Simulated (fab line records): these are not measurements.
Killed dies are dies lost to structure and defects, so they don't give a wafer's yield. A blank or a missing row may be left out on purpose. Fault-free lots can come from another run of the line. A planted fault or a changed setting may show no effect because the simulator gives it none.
fab line records	flow nandHarc
record lots=12	wafers=35	lastDay=24
route steps=1159 shown P_BONDPAD@369 A_ONON_D1@426 A_CHANNEL_HOLE_D1@451 END@1159
lots that met no fault: from a run of the same line without faults
startH: the number of hours between the record's first day and the start of the first shown wafer of the lot	waitH: hours from the lot's prior step to this one	" repeats the value in the row above	L1.1+2: a single row standing in for several wafers	- no value, or no start given	* or withheld: withheld	< > ~ a bound
route shown NAME@n: names a module that has steps shown in the file, with the first one's number in the route	usual: mean/standard deviation taken from wafers without a fault	same: alike in all rows	chamber/n: place in a boat	sites: each site's reading	_std_site: standard deviation of those values	_edge_site: the outer-site mean with the inner-site mean subtracted	radiusMm: for every site, how far away it sits from the centre of the wafer	mask NAME#n: copy n	behind: the most recent tool/chamber to have shaped the wafer	hold: what put the lot on hold/how long, in hours/how the hold closed	device: whichever transistor did not switch (one of n, p or np)	end of line: tests of these same wafers at the route's end	a step without rows: its recipe alone	killed: the dies lost at the first sort to structure and to defects; this is not the yield of the wafer	map: a wafer's dies, marking killed ones x, the rest . and places with no die _
set.NAME: the setting as run; set.NAME@STEP: as run at that earlier step	model.NAME: the simulator's own value behind a step, which no gauge read
steps of the route over a sample of lots; a table a step, a row a wafer
services: when a tool's chamber went out of use (startH, in hours from the record's first day, below 0 if earlier), for how many hours, and the reason
## steps
# step NHARC_P_BONDPAD_ETCH_12
# recipe targetDepthA=2000	timeS=100	chf3FlowSccm=50	o2FlowSccm=10	arFlowSccm=200	rfW=500	biasW=200	chemistry=CHF3/O2
# usual drypumpMotorCurrentA=5.6/0.51	oesProductAu=0.935/0.02	rfFwdPowerW=496.7/1.7	rfVppV=369.6/2.3	showerheadPlenumPTorr=2.36/0.095	throttleValvePct=20.571/0.0084
lot.wafer	tool	chamber	startH	waitH	drypumpMotorCurrentA	oesProductAu	rfFwdPowerW	rfHoursCounterH	rfVppV	showerheadPlenumPTorr	throttleValvePct
L822.2	rieDiel-13	1	-	-	5.2	0.959	495.2	8	369.6	2.37	20.557
L822.3	"	2	"	"	5.6	0.950	495.0	9	372.8	2.51	20.567
L822.1	"	3	"	"	5.6	0.957	493.3	10	369.9	2.37	20.574
L825.2	rieDiel-13	0	-	-	5.4	0.946	496.8	16	370.0	2.31	20.555
L825.4	"	1	"	"	5.2	0.946	496.2	14	370.7	2.37	20.570
L825.5	"	0	"	"	5.4	0.944	495.9	-	367.8	2.31	20.562
L824.2	rieDiel-09	2	-	-	5.4	0.913	497.1	6	368.3	2.27	20.577
L824.6	"	1	"	"	4.9	0.914	495.6	-	372.9	2.51	20.567
L824.4	"	2	"	"	5.4	0.905	495.7	-	366.5	2.27	20.571
L826.4	rieDiel-13	3	-	-	5.6	0.945	494.7	18	369.5	2.36	20.573
L826.2	"	2	"	"	5.6	0.919	494.6	18	375.0	2.51	20.568
L826.5	"	3	"	"	5.7	0.941	494.2	-	370.2	2.36	20.583
L829.3	rieDiel-09	0	-	-	6.4	0.922	499.0	10	367.9	2.28	20.574
L829.1	"	2	"	"	5.4	0.919	495.1	8	367.8	2.27	20.560
L829.5	"	3	"	"	6.0	0.960	498.3	-	369.5	2.32	20.568
L827.2	rieDiel-09	3	-	-	6.0	0.921	497.7	8	370.5	2.32	20.563
L827.1	"	1	"	"	4.9	0.925	495.4	10	372.7	2.51	20.566
L827.6	"	0	"	"	6.4	0.923	495.4	-	367.8	2.28	20.581
L831.1	rieDiel-09	0	-	-	6.3	0.961	497.5	11	366.7	2.28	20.561
L831.6	"	1	"	"	4.9	0.958	497.0	-	372.2	2.51	20.576
L831.4	"	2	"	"	5.5	0.954	495.1	-	368.7	2.27	20.566
L832.1	rieDiel-13	0	-	-	5.5	0.910	496.8	25	370.4	2.31	20.573
L832.2	"	1	"	"	5.2	0.923	496.5	24	370.9	2.37	20.565
L832.5	"	3	"	"	5.6	0.943	495.6	-	370.6	2.36	20.568
L834.2	rieDiel-09	0	-	-	6.4	0.928	498.2	13	367.9	2.28	20.596
L834.1	"	1	"	"	4.9	0.916	495.8	13	372.8	2.51	20.578
L834.4	"	0	"	"	6.3	0.922	497.4	-	368.0	2.28	20.560
L839.4	rieDiel-09	0	-	-	6.4	0.960	497.5	16	368.1	2.28	20.569
L839.1	"	2	"	"	5.4	0.962	498.5	16	366.5	2.27	20.579
L839.5	"	0	"	"	6.4	0.954	494.2	-	367.9	2.28	20.567
L840.1	rieDiel-09	3	-	-	6.0	0.927	498.2	14	368.2	2.32	20.573
L840.5	"	2	"	"	5.4	0.916	497.6	-	367.3	2.27	20.580
L844.1	rieDiel-09	1	-	-	4.9	0.980	497.7	0	372.9	2.51	20.571
L844.3	"	2	"	"	5.4	0.972	493.1	0	367.8	2.27	20.563
L844.2	"	3	"	"	6.0	0.965	498.4	0	367.4	2.32	20.575
# step NHARC_P_BONDPAD_ACTIVATE_29
# recipe timeS=60	n2FlowSccm=200	arFlowSccm=0	biasPowerW=0	chemistry=N2
# usual drypumpMotorCurrentA=5.6/0.53	oesProductAu=0.993/0.0082	rfVppV=63.9/0.88	showerheadPlenumPTorr=1.73/0.081
# same biasPowerW=0
lot.wafer	tool	chamber	startH	waitH	drypumpMotorCurrentA	oesProductAu	rfHoursCounterH	rfVppV	showerheadPlenumPTorr
L822.1	rieDiel-09	0	139.75	0.1	6.3	0.989	6	64.6	1.67
L822.3	"	1	"	"	4.9	0.999	6	66.5	1.85
L822.2	"	2	"	"	5.4	0.979	4	63.4	1.67
L825.2	rieDiel-09	2	150.27	0.1	5.4	0.977	6	64.4	1.67
L825.5	"	2	"	"	5.4	0.986	-	63.1	1.67
L825.4	"	0	"	"	6.3	0.994	-	62.8	1.67
L824.2	rieDiel-09	2	150.67	0.1	5.4	0.982	6	64.2	1.67
L824.6	"	0	"	"	6.4	0.994	-	62.3	1.67
L824.4	"	1	"	"	4.9	0.990	-	64.2	1.85
L826.4	rieDiel-09	0	162.03	0.1	6.4	0.990	9	64.5	1.67
L826.2	"	2	"	"	5.4	0.981	7	63.3	1.67
L826.5	"	3	"	"	5.9	0.993	-	64.2	1.71
L829.1	rieDiel-09	2	173.18	0.1	5.5	0.989	9	63.5	1.67
L829.3	"	3	"	"	6.0	0.987	7	64.1	1.71
L829.5	"	1	"	"	4.9	0.987	-	64.2	1.85
L827.1	rieDiel-09	0	179.43	0.1	6.4	1.009	11	63.4	1.67
L827.2	"	2	"	"	5.5	0.999	9	62.3	1.67
L827.6	"	2	"	"	5.4	1.004	-	62.9	1.67
L831.4	rieDiel-09	3	183.15	0.1	6.0	0.979	8	63.4	1.71
L831.1	"	2	"	"	5.4	0.987	9	63.3	1.67
L831.6	"	0	"	"	6.3	0.995	-	63.4	1.67
L832.1	rieDiel-13	1	184.14	0.1	5.2	0.991	25	66.2	1.74
L832.2	"	2	"	"	5.6	1.003	25	64.5	1.85
L832.5	"	0	"	"	5.5	0.983	-	64.2	1.69
L834.2	rieDiel-09	1	207.86	0.1	4.9	0.988	13	63.7	1.85
L834.1	"	0	"	"	6.3	1.000	13	64.0	1.67
L834.4	"	0	"	"	6.3	0.989	-	64.6	1.67
L839.4	rieDiel-04	1	232.75	0.1	5.5	0.995	41	65.2	1.87
L839.1	"	0	"	"	6.1	0.996	40	63.4	1.79
L839.5	"	1	"	"	5.5	0.993	-	63.4	1.87
L840.1	rieDiel-09	0	241.16	0.1	6.3	0.999	17	61.8	1.67
L840.5	"	0	"	"	6.3	1.005	-	62.8	1.67
L844.1	rieDiel-09	1	266.58	0.1	4.9	1.001	0	64.8	1.85
L844.3	"	2	"	"	5.4	0.990	0	64.5	1.66
L844.2	"	3	"	"	6.0	0.995	0	64.4	1.70
# step NHARC_A_ONON_D1_DEP_03
# recipe targetThkA=10000	n2FlowSccm=2750	n2oFlowSccm=2000	nh3FlowSccm=500	sih4FlowSccm=210	tempC=400
# usual susceptorTempC=400.03/0.22
lot.wafer	tool	chamber	startH	waitH	susceptorTempC
L822.1	pecvdOnon-04	0	163.78	0.2	399.96
L822.2	"	0	"	"	399.91
L822.3	"	0	"	"	400.46
L825.2	pecvdOnon-04	0	174.51	0.1	399.93
L825.4	"	0	"	"	399.88
L825.5	"	0	"	"	400.08
L824.2	pecvdOnon-03	0	174.65	0.2	399.92
L824.4	"	0	"	"	400.11
L824.6	"	0	"	"	399.62
L826.2	pecvdOnon-04	0	186.01	0.1	399.63
L826.4	"	0	"	"	400.29
L826.5	"	0	"	"	399.97
L829.1	pecvdOnon-03	0	198.07	0.1	399.86
L829.3	"	0	"	"	399.92
L829.5	"	0	"	"	400.20
L827.1	pecvdOnon-04	0	203.93	0.1	399.88
L827.2	"	0	"	"	399.96
L827.6	"	0	"	"	400.08
L832.1	pecvdOnon-02	0	207.32	0.1	399.84
L832.2	"	0	"	"	400.16
L832.5	"	0	"	"	400.20
L831.1	pecvdOnon-04	0	207.35	0.1	399.83
L831.4	"	0	"	"	400.28
L831.6	"	0	"	"	399.68
L834.1	pecvdOnon-04	0	229.64	0.1	399.83
L834.2	"	0	"	"	399.77
L834.4	"	0	"	"	399.82
L839.1	pecvdOnon-03	0	255.44	0.1	400.09
L839.4	"	0	"	"	400.25
L839.5	"	0	"	"	400.26
L840.1	pecvdOnon-03	0	266.14	0.1	400.04
L840.5	"	0	"	"	400.15
L844.1	pecvdOnon-02	0	290.50	0.1	399.91
L844.2	"	0	"	"	400.23
L844.3	"	0	"	"	399.82
# step NHARC_A_ONON_D1_THK_MEAS_05
# recipe thkMeasGauge=ellipsometry
# usual thkNm=1003/8.1
lot.wafer	tool	chamber	startH	waitH	thkNm
L822.1	filmMetro-01	-	164.29	-	1002
L822.2	"	-	"	"	1000
L822.3	"	-	"	"	1000
L825.2	filmMetro-02	-	174.96	-	996
L825.4	"	-	"	"	995
L825.5	"	-	"	"	995
L824.2	filmMetro-02	-	175.11	-	987
L824.4	"	-	"	"	985
L824.6	"	-	"	"	985
L826.2	filmMetro-02	-	186.46	-	1013
L826.4	"	-	"	"	1010
L826.5	"	-	"	"	1011
L829.1	filmMetro-02	-	198.57	-	1000
L829.3	"	-	"	"	999
L829.5	"	-	"	"	998
L827.1	filmMetro-01	-	204.44	-	1004
L827.2	"	-	"	"	1003
L827.6	"	-	"	"	1004
L832.1	filmMetro-01	-	207.84	-	997
L832.2	"	-	"	"	996
L832.5	"	-	"	"	995
L831.1	filmMetro-02	-	207.86	-	1012
L831.4	"	-	"	"	1011
L831.6	"	-	"	"	1011
L834.1	filmMetro-02	-	230.15	-	1013
L834.2	"	-	"	"	1009
L834.4	"	-	"	"	1011
L839.1	filmMetro-02	-	255.96	-	1552
L839.4	"	-	"	"	1015
L839.5	"	-	"	"	1550
L840.1	filmMetro-02	-	266.65	-	1542
L840.5	"	-	"	"	1540
L844.1	filmMetro-01	-	291.01	-	994
L844.2	"	-	"	"	995
L844.3	"	-	"	"	995
# step NHARC_A_CHANNEL_HOLE_D1_DEP_01
# recipe targetThkA=1400	targetThkNm=140	tempC=400	pressureTorr=3.5	flowSccm=200	rfW=350	material=SiON
# usual heaterPowerW=760/110	rfFwdPowerW=348.6/1	susceptorTempC=399.98/0.21
lot.wafer	tool	chamber	startH	waitH	heaterPowerW	rfFwdPowerW	susceptorTempC
L822.3	pecvd-03	1	180.47	1.0	748	350.2	400.22
L822.2	"	2	"	"	708	348.0	400.19
L822.1	"	0	"	"	948	349.0	399.81
L824.2	pecvd-04	2	193.20	1.3	820	348.6	399.47
L824.4	"	0	"	"	646	348.1	399.66
L824.6	"	1	"	"	701	349.8	399.72
L825.2	pecvd-02	1	193.41	1.3	916	349.0	400.03
L825.4	"	1	"	"	954	348.7	399.89
L825.5	"	2	"	"	633	348.6	400.23
L826.2	pecvd-02	0	200.93	1.3	749	350.0	399.98
L826.4	"	2	"	"	623	348.7	399.62
L826.5	"	0	"	"	758	348.2	400.05
L829.3	pecvd-03	1	214.01	1.0	665	350.9	399.86
L829.1	"	0	"	"	938	347.8	399.71
L829.5	"	0	"	"	914	347.1	399.70
L832.1	pecvd-03	2	219.65	1.6	720	346.4	399.96
L832.2	"	1	"	"	685	351.3	399.84
L832.5	"	1	"	"	706	350.7	400.33
L827.1	pecvd-04	2	220.37	1.7	850	348.0	400.29
L827.2	"	0	"	"	524	349.1	400.36
L827.6	"	2	"	"	808	348.9	399.82
L831.1	pecvd-04	2	222.30	1.7	740	348.7	400.22
L831.4	"	0	"	"	657	349.1	400.07
L831.6	"	1	"	"	764	346.6	400.05
L834.2	pecvd-02	2	244.03	1.3	596	347.7	400.00
L834.1	"	0	"	"	737	348.7	400.27
L834.4	"	0	"	"	738	348.9	400.09
L839.4	pecvd-04	2	271.79	0.8	767	349.1	400.09
L844.1	pecvd-02	2	309.66	1.6	556	347.1	399.84
L844.3	"	0	"	"	853	349.1	399.61
L844.2	"	1	"	"	853	348.0	399.77
# step NHARC_END_SORT_01
# recipe tempC=25
# usual killedAtArray=26/10	killedAtOther=0.8/1.1	killedAtPeriphery=3.3/2.6	killedDies=30/11	killedOpen=3.4/1.8	killedShort=2.0/1.3
# same grossDies=677
lot.wafer	tool	chamber	startH	waitH	killedAtArray	killedAtOther	killedAtPeriphery	killedDies	killedOpen	killedShort
L839.1	prober-01	0	540.54	2.5	672	4	1	677	4	0
L839.4	prober-01	0	542.92	3.4	23	6	2	31	2	1
L839.5	prober-01	0	543.72	3.7	669	2	6	677	1	1
L840.1	prober-01	0	556.09	2.5	675	0	2	677	1	0
L840.5	prober-01	0	559.27	3.7	673	1	3	677	3	3
# killed by level:class
L839.1 A_ONON_D1:areaDep=651 A_CHANNEL_HOLE_D1:chamberFilmFlake=12 THIN_TSV:chamberFilmFlake=4 A_CONTACT:chamberFilmFlake=3 A_BLC:geometricParticle:open=2 A_M1:chamberFilmFlake=2 A_CONTACT:geometricParticle:open=1 A_M0:geometricParticle:open=1
L839.4 A_CHANNEL_HOLE_D1:chamberFilmFlake=14 THIN_TSV:chamberFilmFlake=6 A_M1:chamberFilmFlake=3 A_STAIRCASE:chamberFilmFlake=2 A_CHANNEL_HOLE_D1:geometricParticle:short=1 A_M0:geometricParticle:open=1 A_M1:geometricParticle:open=1 P_STI:chamberFilmFlake=1
L839.5 A_ONON_D1:areaDep=647 A_CHANNEL_HOLE_D1:chamberFilmFlake=16 P_GATE:chamberFilmFlake=4 A_M1:chamberFilmFlake=3 THIN_TSV:chamberFilmFlake=2 P_CONTACT:geometricParticle:open=1 A_M1:geometricParticle:short=1 P_STI:chamberFilmFlake=1
L840.1 A_ONON_D1:areaDep=665 A_CHANNEL_HOLE_D1:chamberFilmFlake=5 A_CONTACT:chamberFilmFlake=3 A_CONTACT:geometricParticle:open=1 P_ZERO_WELL:chamberFilmFlake=1 P_GATE:chamberFilmFlake=1 A_SLIT:chamberFilmFlake=1
L840.5 A_ONON_D1:areaDep=652 A_CHANNEL_HOLE_D1:chamberFilmFlake=7 A_CONTACT:chamberFilmFlake=7 A_CHANNEL_FILL_D1:geometricParticle:open=2 P_GATE:chamberFilmFlake=2 A_ONON_D1:geometricParticle:short=1 A_CHANNEL_FILL_D1:geometricParticle:short=1 A_WL_FILL:geometricParticle:short=1
## services
tool	chamber	startH	hours	kind
rieDiel-09	2	132.54	5.3	repair
rieDiel-09	0	135.12	-	clean
rieDiel-09	1	135.12	-	clean
rieDiel-09	3	135.12	-	clean
rieDiel-09	3	138.03	15.4	repair
pecvdOnon-03	-	153.00	13.0	pm
pecvd-02	-	153.20	13.0	pm
rieDiel-04	-	159.35	0.2	repair
rieDiel-09	0	159.62	-	clean
rieDiel-09	3	179.25	3.7	repair
pecvd-02	0	186.82	3.2	repair
pecvd-04	-	195.12	13.0	pm
rieDiel-09	3	203.13	6.7	repair
rieDiel-09	0	214.62	4.3	repair
rieDiel-04	2	222.48	4.4	repair
rieDiel-13	0	229.30	3.6	repair
rieDiel-13	-	237.17	0.5	repair
pecvdOnon-04	-	237.28	13.0	pm
rieDiel-09	-	254.10	9.0	pm
rieDiel-13	1	268.75	6.3	repair
rieDiel-13	-	276.66	9.0	pm
rieDiel-04	-	289.96	9.0	pm
pecvd-03	-	292.00	13.0	pm
pecvdOnon-02	-	292.00	13.0	pm
## key
firstSign step=NHARC_A_ONON_D1_THK_MEAS_05	reading=thkNm	direction=up	sigmas=67	usual=1003	struck=1546
effect step=NHARC_END_SORT_01	reading=killedAtArray	direction=up	sigmas=62	usual=26	struck=672
moreKillsBornAt NHARC_A_ONON_D1_DEP_03@pecvdOnon-03=2615
metAt NHARC_A_ONON_D1_DEP_03
struckLots L839,L840
struckWafers L839.1,L839.5,L840.1,L840.5
laterRowsLeftOut L839.1,L839.5,L840.1,L840.5
testerLeftOut L839,L840
notActingAt NHARC_P_BONDPAD_ETCH_12,NHARC_P_BONDPAD_ACTIVATE_29,NHARC_A_CHANNEL_HOLE_D1_DEP_01
onsetBetween 198.07 255.44
fault kind=processParameterDrift	tool=pecvdOnon-03	chamber=-	onsetH=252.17	steps=NHARC_A_ONON_D1_DEP_03	channel=targetThkA	offset=*	shape=step	endH=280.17	scope=struckWafersOnly	actsIn=*	stated=*
# testerLeftOut: of these lots the tester's yield and bins aren't shown, on N5 and GAA mostly nor the transistor test; their killed dies are dies lost to structure and defects alone, not to doping, threshold or leakage, so they don't give the yield
# laterRowsLeftOut: the simulator's readings of these wafers behind a module that went badly wrong aren't trusted and aren't shown, but for the sort
